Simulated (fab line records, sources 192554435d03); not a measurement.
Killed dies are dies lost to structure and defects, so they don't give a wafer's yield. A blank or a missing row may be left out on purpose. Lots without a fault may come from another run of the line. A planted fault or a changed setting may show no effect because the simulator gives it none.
fab line records | flow n5_finfet
record lots=7 wafers=18 last_day=17
route steps=1938 shown MOL_CONTACT_COAG@566 PASSIVATION@1936
lots that met no fault: from a run of the same line without faults
start_h: hours from the record's first day to the start of the lot's first wafer shown | wait_h: hours since the lot's step before | " the same as in the row above | L1.1+2: a row that stands for several wafers | - no value, or no start given | * or withheld: withheld | < > ~ a bound
route shown NAME@n: a module of which the file shows steps, and the number in the route of the first | usual: mean/standard deviation of fault-free wafers | same: alike in all rows | chamber/n: place in a boat | sites: the reading at each site | _std_site: their standard deviation | _edge_site: outer sites' mean less inner sites' | radius_mm: how far each site lies from the wafer's centre | mask NAME#n: copy n | behind: the tool/chamber that last shaped the wafer | hold: why the lot was held/for how many hours/how that ended | device: the transistor (n, p or np) that didn't switch | end of line: the same wafers' tests at the end of the route | a step without rows: its recipe alone | killed: dies lost to structure and defects at the first sort, not the wafer's yield | map: a wafer's dies, x killed, . not, _ none there
set.NAME: the setting as run; set.NAME@STEP: as run at that earlier step | model.NAME: the simulator's own value behind a step, which no gauge read
lots at some steps of the route; a table a step, a row a wafer
services: from which hour (start_h, from the record's first day; less than 0 if before it) a tool's chamber was out of use, for how many hours, and why
## steps
# step N5_MOL_CONTACT_COAG_COAT_77
# recipe resist=underlayer temp_c=205 time_s=60 spin_rpm=1500 resist_thk_nm=10
# step N5_MOL_CONTACT_COAG_COAT_78
# recipe resist=CAR-EUV spin_rpm=1500 resist_thk_nm=40
# step N5_MOL_CONTACT_COAG_EBR_80
# recipe solvent=PGMEA ebr_width_mm=1.5
# step N5_MOL_CONTACT_COAG_SOFTBAKE_79
# recipe temp_c=110 time_s=60 resist=CAR-EUV
# step N5_MOL_CONTACT_COAG_EXPOSE_81
# recipe mask_id=VG na=0.33 source_shape=annular sigma_inner=0.3 sigma_outer=0.7 polarization=unpolarized defocus_nm=0 dose_mj=59.5
# step N5_MOL_CONTACT_COAG_PEB_82
# recipe peb_temp_c=100 peb_time_s=60 resist=CAR-EUV
# step N5_MOL_CONTACT_COAG_DEVELOP_83
# recipe develop_time_s=30 developer=TMAH resist=CAR-EUV rinse_liquid=surfactant_rinse dry=air_spin dev_temp_c=23
# step N5_MOL_CONTACT_COAG_CD_MEAS_84
# recipe target_cd_nm=25.1 landing_energy_ev=500 detector=se_inlens polarity=opening
# usual cd_nm=25.19/0.25
# columns lot.wafer tool chamber start_h wait_h cd_nm
L707.1 cd_sem-02 0 123.39 - 25.27
L707.4 " 0 " " 25.70
L707.6 " 0 " " 25.01
L708.2 cd_sem-03 0 129.36 - 25.39
L708.3 " 0 " " 25.20
L708.5 " 0 " " 24.85
L710.1 cd_sem-01 0 138.26 - 25.44
L710.2 " 0 " " 25.04
L713.2 cd_sem-02 0 162.41 - 25.08
L713.4 " 0 " " 25.39
L714.1 cd_sem-02 0 168.15 - 25.37
L714.3 " 0 " " 25.42
L721.3 cd_sem-03 0 209.29 - 25.37
L721.4 " 0 " " 25.45
L721.5 " 0 " " 25.26
L725.3 cd_sem-01 0 228.26 - 25.19
L725.4 " 0 " " 25.51
L725.6 " 0 " " 25.20
# step N5_MOL_CONTACT_COAG_OVL_MEAS_85
# recipe points_per_wafer=522
# usual VG_OVL=-0.2/0.68
# columns lot.wafer tool chamber start_h wait_h VG_OVL[nm]
L707.1 overlay-02 0 123.42 0.0 0.5
L707.4 " 0 " " 0.8
L707.6 " 0 " " 0.4
L708.2 overlay-02 0 129.39 0.0 0.1
L708.3 " 0 " " 0.8
L708.5 " 0 " " 0.4
L710.1 overlay-01 0 138.29 0.0 0.1
L710.2 " 0 " " 0.7
L713.2 overlay-01 0 162.44 0.0 -1.1
L713.4 " 0 " " -0.2
L714.1 overlay-01 0 168.18 0.0 -1.7
L714.3 " 0 " " -0.3
L721.3 overlay-02 0 209.33 0.0 -0.2
L721.4 " 0 " " -1.2
L721.5 " 0 " " -0.6
L725.3 overlay-01 0 228.30 0.0 0.2
L725.4 " 0 " " 0.6
L725.6 " 0 " " 0.0
# step N5_MOL_CONTACT_COAG_INSPECT_57
# recipe mode=adi inspect_instrument=brightfield
# usual raw_defect_count=205/56
# columns lot.wafer tool chamber start_h wait_h raw_defect_count
L707.1 defect_inspect-02 - 123.48 0.1 234
L707.4 " - " " 173
L707.6 " - " " 191
L708.2 defect_inspect-02 - 129.45 0.1 219
L708.3 " - " " 237
L708.5 " - " " 200
L710.1 defect_inspect-01 - 138.35 0.1 287
L710.2 " - " " 289
L713.2 defect_inspect-02 - 162.50 0.0 174
L713.4 " - " " 208
L714.1 defect_inspect-02 - 168.24 0.1 125
L714.3 " - " " 136
L721.3 defect_inspect-01 - 209.38 0.0 137
L721.4 " - " " 224
L721.5 " - " " 203
L725.3 defect_inspect-01 - 228.35 0.0 234
L725.4 " - " " 258
L725.6 " - " " 253
# step N5_MOL_CONTACT_COAG_DESCUM_88
# recipe chemistry=O2 time_s=7 source_power_w=50 bias_power_w=20 pressure_mtorr=20 rf_frequency_hz=2.712e+07 temp_c=40 resist=CAR-EUV o2_flow_sccm=225
# usual drypump_motor_current_A=5.6/0.38 oes_product_au=0.80/0.08 rf_vpp_V=243.2/1.3 showerhead_plenum_p_Torr=2.09/0.054 throttle_valve_pct=20.41/0.27
# columns lot.wafer tool chamber start_h wait_h drypump_motor_current_A oes_product_au rf_hours_counter_h rf_vpp_V showerhead_plenum_p_Torr throttle_valve_pct
L707.1 rie_diel-01 3 123.51 0.0 5.2 0.90 32 241.0 2.06 20.53
L707.4 " 2 " " 5.8 0.71 205 241.7 2.06 20.77
L707.6 " 2 " " 5.8 0.71 - 243.8 2.06 20.78
L708.2 rie_diel-05 1 129.63 0.2 5.5 0.75 179 245.7 2.06 20.69
L708.3 " 3 " " 5.6 0.74 173 243.8 2.08 20.44
L708.5 " 1 " " 5.5 0.75 - 241.5 2.06 20.70
L710.1 rie_diel-01 0 138.38 0.0 5.1 0.85 55 242.3 2.06 20.19
L710.2 " 1 " " 5.5 0.94 18 243.3 2.12 19.88
L713.2 rie_diel-01 2 162.53 0.0 5.8 0.70 222 244.1 2.06 20.81
L713.4 " 0 " " 5.1 0.84 66 243.1 2.06 20.21
L714.1 rie_diel-01 3 168.27 0.0 5.2 0.87 46 243.4 2.05 20.54
L714.3 " 1 " " 5.6 0.91 30 244.5 2.12 19.92
L721.3 rie_diel-05 3 209.48 0.1 5.6 0.70 202 242.2 2.07 20.51
L721.4 " 1 " " 5.5 0.72 208 244.0 2.05 20.72
L721.5 " 3 " " 5.6 0.71 - 243.5 2.07 20.52
L725.3 rie_diel-01 0 228.57 0.2 5.1 0.82 89 242.7 2.05 20.25
L725.4 " 1 " " 5.5 0.89 50 244.4 2.11 19.92
L725.6 " 1 " " 5.6 0.88 - 242.8 2.11 19.94
# step N5_MOL_CONTACT_COAG_ETCH_89
# recipe chemistry=N2/H2 target=underlayer target_depth_a=130 mask_material=CAR-EUV time_s=10.4 ion_energy_ev=200 pressure_mtorr=30 source_w=840 bias_w=150 n2_flow_sccm=200 h2_flow_sccm=200 ends=cleared
# usual drypump_motor_current_A=5.6/0.38 etch_rf_on_time_s=10.30/0.28 oes_product_au=0.68/0.07 rf_vpp_V=523.9/2.1 showerhead_plenum_p_Torr=2.55/0.073 throttle_valve_pct=17.9/0.34
# columns lot.wafer tool chamber start_h wait_h drypump_motor_current_A etch_rf_on_time_s oes_product_au rf_hours_counter_h rf_vpp_V showerhead_plenum_p_Torr throttle_valve_pct
L707.1 rie_diel-01 3 123.54 0.0 5.2 10.12 0.76 32 522.5 2.48 17.7
L707.4 " 2 " " 5.8 10.45 0.61 205 523.5 2.54 18.4
L707.6 " 2 " " 5.8 10.49 0.61 - 524.2 2.54 18.4
L708.2 rie_diel-05 1 129.66 0.0 5.5 10.15 0.65 179 523.3 2.52 18.2
L708.3 " 3 " " 5.6 10.25 0.64 173 522.9 2.54 17.9
L708.5 " 1 " " 5.5 10.28 0.65 - 523.1 2.52 18.2
L710.1 rie_diel-01 0 138.42 0.0 5.1 10.24 0.72 55 521.5 2.48 17.4
L710.2 " 1 " " 5.6 9.79 0.80 18 525.2 2.60 17.5
L713.2 rie_diel-01 2 162.56 0.0 5.8 10.43 0.60 222 522.4 2.53 18.4
L713.4 " 0 " " 5.1 10.19 0.71 66 521.1 2.47 17.4
L714.1 rie_diel-01 3 168.31 0.0 5.2 10.43 0.73 46 523.8 2.48 17.8
L714.3 " 1 " " 5.6 9.82 0.78 30 525.0 2.59 17.5
L721.3 rie_diel-05 3 209.52 0.0 5.6 10.22 0.62 202 522.6 2.52 18.0
L721.4 " 1 " " 5.5 10.29 0.62 208 522.7 2.51 18.2
L721.5 " 3 " " 5.6 10.26 0.61 - 522.8 2.52 18.0
L725.3 rie_diel-01 0 228.61 0.0 5.1 10.18 0.69 89 522.5 2.46 17.5
L725.4 " 1 " " 5.6 9.83 0.75 50 523.4 2.58 17.5
L725.6 " 1 " " 5.6 9.75 0.76 - 525.2 2.58 17.6
# step N5_MOL_CONTACT_COAG_ETCH_90
# recipe chemistry=CF4 target=SiARC target_depth_a=130 mask_material=CAR-EUV time_s=21.7 ion_energy_ev=80 pressure_mtorr=40 source_w=545 bias_w=36 Ar_flow_sccm=100 cf4_flow_sccm=100 ends=cleared
# usual drypump_motor_current_A=5.6/0.38 etch_rf_on_time_s=21.6/0.55 oes_product_au=0.68/0.068 rf_vpp_V=184.1/1.1 showerhead_plenum_p_Torr=2.14/0.053 throttle_valve_pct=15.6/0.32
# columns lot.wafer tool chamber start_h wait_h drypump_motor_current_A etch_rf_on_time_s oes_product_au rf_hours_counter_h rf_vpp_V showerhead_plenum_p_Torr throttle_valve_pct
L707.1 rie_diel-01 3 123.56 0.0 5.2 21.7 0.75 32 182.6 2.09 15.5
L707.4 " 2 " " 5.8 21.9 0.61 205 182.6 2.12 16.0
L707.6 " 2 " " 5.7 21.9 0.61 - 183.2 2.12 16.0
L708.2 rie_diel-05 1 129.68 0.0 5.5 21.7 0.65 179 184.3 2.15 16.1
L708.3 " 3 " " 5.6 21.3 0.64 173 183.8 2.14 15.7
L708.5 " 1 " " 5.5 21.7 0.64 - 184.5 2.15 16.1
L710.1 rie_diel-01 0 138.44 0.0 5.1 13.6 0.95 55 183.8 2.10 15.3
L710.2 " 1 " " 5.6 13.3 1.06 18 184.8 2.18 15.2
L713.2 rie_diel-01 2 162.58 0.0 5.7 14.2 0.78 222 184.1 2.11 16.1
L713.4 " 0 " " 5.1 21.3 0.72 66 183.2 2.10 15.3
L714.1 rie_diel-01 3 168.33 0.0 5.2 13.9 0.95 46 183.7 2.08 15.5
L714.3 " 1 " " 5.5 20.5 0.79 30 185.3 2.17 15.2
L721.3 rie_diel-05 3 209.54 0.0 5.6 21.6 0.62 202 184.0 2.13 15.8
L721.4 " 1 " " 5.5 21.8 0.62 208 184.8 2.14 16.2
L721.5 " 3 " " 5.6 21.7 0.62 - 185.0 2.13 15.8
L725.3 rie_diel-01 0 228.63 0.0 5.1 21.4 0.69 89 184.7 2.09 15.4
L725.4 " 1 " " 5.6 20.4 0.76 50 185.4 2.17 15.2
L725.6 " 1 " " 5.6 20.5 0.75 - 184.9 2.17 15.2
# step N5_MOL_CONTACT_COAG_ALD_131
# recipe material=SiO2 target_thk_a=50 temp_c=100 ald_precursor_family=BDEAS ald_co_reactant=O2-plasma pulse_time_s=1 co_reactant_pulse_time_s=1 purge_time_s=2 co_reactant_purge_time_s=2 ald_cycles=35 pressure_torr=2
# usual heater_power_w=83/11 precursor_pulse_height_rel=1.000/0.019
# same ald_cycles=35 pulse_time_s=1
# columns lot.wafer tool chamber start_h wait_h heater_power_w precursor_pulse_height_rel
L707.1 ald_sin-04 0 123.64 0.1 79 1.016
L707.4 " 3 " " 82 1.000
L707.6 " 3 " " 81 0.995
L708.2 ald_sin-03 3 129.76 0.1 71 1.005
L708.3 " 0 " " 81 0.997
L708.5 " 0 " " 84 1.025
L710.1 ald_sin-03 3 138.52 0.1 69 1.004
L710.2 " 0 " " 84 1.011
L713.2 ald_sin-04 1 162.66 0.1 106 0.966
L713.4 " 0 " " 80 1.016
L714.1 ald_sin-04 1 168.41 0.1 101 1.018
L714.3 " 3 " " 84 1.011
L721.3 ald_sin-04 1 209.62 0.1 102 0.997
L721.4 " 0 " " 81 0.975
L721.5 " 3 " " 83 1.024
L725.3 ald_sin-04 3 228.92 0.3 83 0.969
L725.4 " 0 " " 81 0.996
L725.6 " 2 " " 64 0.997
# step N5_PASSIVATION_PROBE_49
# usual killed_at_M0_to_M3=32/9.7 killed_at_M4_up=14/5.3 killed_at_contacts=11/6 killed_at_front_end=39/14 killed_at_other=3.3/2.7 killed_dies=100/17 killed_open=66/13 killed_short=32/7.4
# same gross_dies=1180 killed_at_back_side=0
# columns lot.wafer tool chamber start_h wait_h killed_at_M0_to_M3 killed_at_M4_up killed_at_contacts killed_at_front_end killed_at_other killed_dies killed_open killed_short
L707.1 prober-02 - 287.97 0.0 37 17 5 50 0 109 52 50
L707.4 prober-02 - 288.12 0.2 29 12 8 32 2 83 55 26
L707.6 prober-02 - 288.22 0.3 27 13 18 74 2 134 78 51
L708.2 prober-02 - 294.68 0.1 22 21 8 39 3 93 61 32
L708.3 prober-02 - 294.73 0.1 37 11 11 33 4 96 68 28
L708.5 prober-02 - 294.83 0.2 20 17 12 20 2 71 53 18
L710.1 prober-01 - 307.79 0.0 29 25 5 39 3 101 63 28
L713.2 prober-01 - 328.74 0.1 20 21 8 33 5 87 59 27
L713.4 prober-01 - 328.84 0.2 16 8 12 54 5 95 63 30
L714.1 prober-01 - 341.51 0.0 36 12 4 63 4 119 77 42
L714.3 prober-01 - 341.61 0.1 59 24 10 41 1 135 101 32
L721.3 prober-01 - 382.48 0.1 27 10 13 35 2 87 63 24
L721.4 prober-01 - 382.53 0.2 29 6 9 52 7 103 72 31
L721.5 prober-01 - 382.58 0.2 35 9 15 84 4 147 107 40
L725.3 prober-01 - 398.51 0.1 35 9 9 57 7 117 70 41
L725.4 prober-01 - 398.56 0.2 29 9 9 37 1 85 56 27
L725.6 prober-01 - 398.66 0.3 34 14 8 65 3 124 81 35
# killed by level:class
L707.1 FIN_SAQP:geometric_particle:short=16 BEOL_M0_SAQP:geometric_particle:short=12 BEOL_M0_SAQP:geometric_particle:open=12 GATE_CUT:geometric_particle:short=9 STI_FIN_REVEAL:geometric_particle:open=6 BEOL_M3:geometric_particle:open=5 HKMG_FIN:area_etch=5 FIN_SAQP:geometric_particle:open=4
L707.4 BEOL_M0_SAQP:geometric_particle:open=7 BEOL_M4:geometric_particle:open=7 MOL_CONTACT_COAG:geometric_particle:open=6 BEOL_M2:geometric_particle:open=6 BEOL_M3:geometric_particle:open=6 FIN_SAQP:geometric_particle:short=5 GATE_CUT:geometric_particle:open=5 GATE_CUT:geometric_particle:short=5
L707.6 STI_FIN_REVEAL:geometric_particle:open=25 FIN_SAQP:geometric_particle:short=14 MOL_CONTACT_COAG:geometric_particle:open=13 FIN_SAQP:geometric_particle:open=8 BEOL_M0_SAQP:geometric_particle:open=8 STI_FIN_REVEAL:geometric_particle:short=6 BEOL_M0_SAQP:geometric_particle:short=6 MOL_CONTACT_COAG:geometric_particle:short=5
L708.2 BEOL_M2:geometric_particle:open=9 BEOL_M4:geometric_particle:open=8 FIN_SAQP:geometric_particle:open=7 STI_FIN_REVEAL:geometric_particle:open=7 GATE_CUT:geometric_particle:short=7 BEOL_M4:geometric_particle:short=7 MOL_CONTACT_COAG:geometric_particle:open=7 FIN_SAQP:geometric_particle:short=5
L708.3 BEOL_M2:geometric_particle:open=17 MOL_CONTACT_COAG:geometric_particle:open=8 BEOL_M4:geometric_particle:open=8 BEOL_M0_SAQP:geometric_particle:short=7 FIN_SAQP:geometric_particle:short=6 GATE_CUT:geometric_particle:open=6 FIN_CUT:geometric_particle:open=4 STI_FIN_REVEAL:geometric_particle:open=4
L708.5 BEOL_M4:geometric_particle:open=13 BEOL_M2:geometric_particle:open=11 MOL_CONTACT_COAG:geometric_particle:open=9 BEOL_M0_SAQP:geometric_particle:open=5 FIN_SAQP:geometric_particle:short=3 GATE_CUT:geometric_particle:short=3 GATE_CUT:geometric_particle:open=3 MOL_CONTACT_COAG:geometric_particle:short=3
L710.1 BEOL_M4:geometric_particle:open=13 HKMG_FIN:area_etch=8 BEOL_M0_SAQP:geometric_particle:open=7 STI_FIN_REVEAL:geometric_particle:open=6 BEOL_M1:geometric_particle:open=6 FIN_SAQP:geometric_particle:short=5 MOL_CONTACT_COAG:geometric_particle:open=5 BEOL_M2:geometric_particle:open=5
L713.2 STI_FIN_REVEAL:geometric_particle:open=11 BEOL_M4:geometric_particle:open=8 DUMMY_GATE:geometric_particle:open=7 MOL_CONTACT_COAG:geometric_particle:open=7 BEOL_M3:geometric_particle:open=6 FIN_SAQP:geometric_particle:short=4 STI_FIN_REVEAL:geometric_particle:short=4 BEOL_M1:geometric_particle:open=3
L713.4 STI_FIN_REVEAL:geometric_particle:open=17 FIN_SAQP:geometric_particle:open=14 MOL_CONTACT_COAG:geometric_particle:open=10 FIN_SAQP:geometric_particle:short=6 STI_FIN_REVEAL:geometric_particle:short=5 BEOL_M0_SAQP:geometric_particle:open=4 GATE_CUT:geometric_particle:open=3 BEOL_M0_SAQP:geometric_particle:short=3
L714.1 FIN_SAQP:geometric_particle:short=19 FIN_SAQP:geometric_particle:open=17 BEOL_M2:geometric_particle:open=12 STI_FIN_REVEAL:geometric_particle:open=11 BEOL_M4:geometric_particle:open=8 BEOL_M0_SAQP:geometric_particle:short=4 BEOL_M0:geometric_particle:open=4 BEOL_M1:geometric_particle:open=4
L714.3 BEOL_M4:geometric_particle:open=17 FIN_SAQP:geometric_particle:open=16 BEOL_M2:geometric_particle:open=15 BEOL_M3:geometric_particle:open=15 FIN_SAQP:geometric_particle:short=11 BEOL_M0_SAQP:geometric_particle:open=11 MOL_CONTACT_COAG:geometric_particle:open=9 GATE_CUT:geometric_particle:short=5
L721.3 FIN_SAQP:geometric_particle:open=12 MOL_CONTACT_COAG:geometric_particle:open=12 STI_FIN_REVEAL:geometric_particle:open=7 BEOL_M0_SAQP:geometric_particle:open=6 BEOL_M0_SAQP:geometric_particle:short=6 BEOL_M2:geometric_particle:open=6 DUMMY_GATE:geometric_particle:open=5 FIN_SAQP:geometric_particle:short=4
L721.4 STI_FIN_REVEAL:geometric_particle:open=14 ILD0:geometric_particle:open=9 MOL_CONTACT_COAG:geometric_particle:open=8 BEOL_M0_SAQP:geometric_particle:open=8 BEOL_M3:geometric_particle:open=8 FIN_SAQP:geometric_particle:short=6 FIN_SAQP:geometric_particle:open=6 GATE_CUT:geometric_particle:short=4
L721.5 FIN_SAQP:geometric_particle:open=25 STI_FIN_REVEAL:geometric_particle:open=20 MOL_CONTACT_COAG:geometric_particle:open=13 BEOL_M2:geometric_particle:open=10 FIN_SAQP:geometric_particle:short=7 ILD0:geometric_particle:short=6 ILD0:geometric_particle:open=6 GATE_CUT:geometric_particle:short=6
L725.3 GATE_CUT:geometric_particle:short=11 FIN_SAQP:geometric_particle:open=9 BEOL_M0_SAQP:geometric_particle:open=9 BEOL_M3:geometric_particle:open=8 GATE_CUT:geometric_particle:open=7 BEOL_M2:geometric_particle:open=7 STARTING-WAFER:geometric_particle:open=6 MOL_CONTACT_COAG:geometric_particle:open=5
L725.4 STI_FIN_REVEAL:geometric_particle:open=8 BEOL_M2:geometric_particle:open=8 BEOL_M3:geometric_particle:open=7 MOL_CONTACT_COAG:geometric_particle:open=6 ILD0:geometric_particle:short=5 BEOL_M0_SAQP:geometric_particle:short=5 FIN_SAQP:geometric_particle:short=4 FIN_SAQP:geometric_particle:open=4
L725.6 BEOL_M0_SAQP:geometric_particle:open=10 FIN_SAQP:geometric_particle:open=9 BEOL_M0_SAQP:geometric_particle:short=9 FIN_SAQP:geometric_particle:short=7 STI_FIN_REVEAL:geometric_particle:open=7 GATE_CUT:geometric_particle:open=7 ILD0:geometric_particle:open=6 ILD0:geometric_particle:short=6
## services
# columns tool chamber start_h hours kind
ald_sin-03 0 99.54 - clean
ald_sin-03 1 99.54 - clean
ald_sin-03 2 99.54 - clean
ald_sin-03 3 99.54 - clean
rie_diel-05 0 122.16 10.0 repair
rie_diel-01 - 178.16 0.7 repair
ald_sin-03 - 183.57 6.1 pm
rie_diel-05 1 213.01 3.8 repair
## key
first_sign step=N5_MOL_CONTACT_COAG_ETCH_90 reading=etch_rf_on_time_s direction=down sigmas=14 usual=* struck=*
effect step=N5_MOL_CONTACT_COAG_ETCH_90 reading=oes_product_au direction=up sigmas=3.7 usual=0.68 struck=0.93
met_at N5_MOL_CONTACT_COAG_ETCH_90
struck_wafers L710.1,L710.2,L713.2,L714.1
tester_left_out L710,L713,L714
onset_between 123.56 138.44
fault kind=process_parameter_drift tool=rie_diel-01 chamber=- onset_h=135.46 steps=N5_MOL_CONTACT_COAG_ETCH_90 channel=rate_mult offset=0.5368 shape=step end_h=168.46 scope=struck_wafers_only
# tester_left_out: of these lots the tester's yield and bins aren't shown, on N5 and GAA mostly nor the transistor test; their killed dies are dies lost to structure and defects alone, not to doping, threshold or leakage, so they don't give the yield
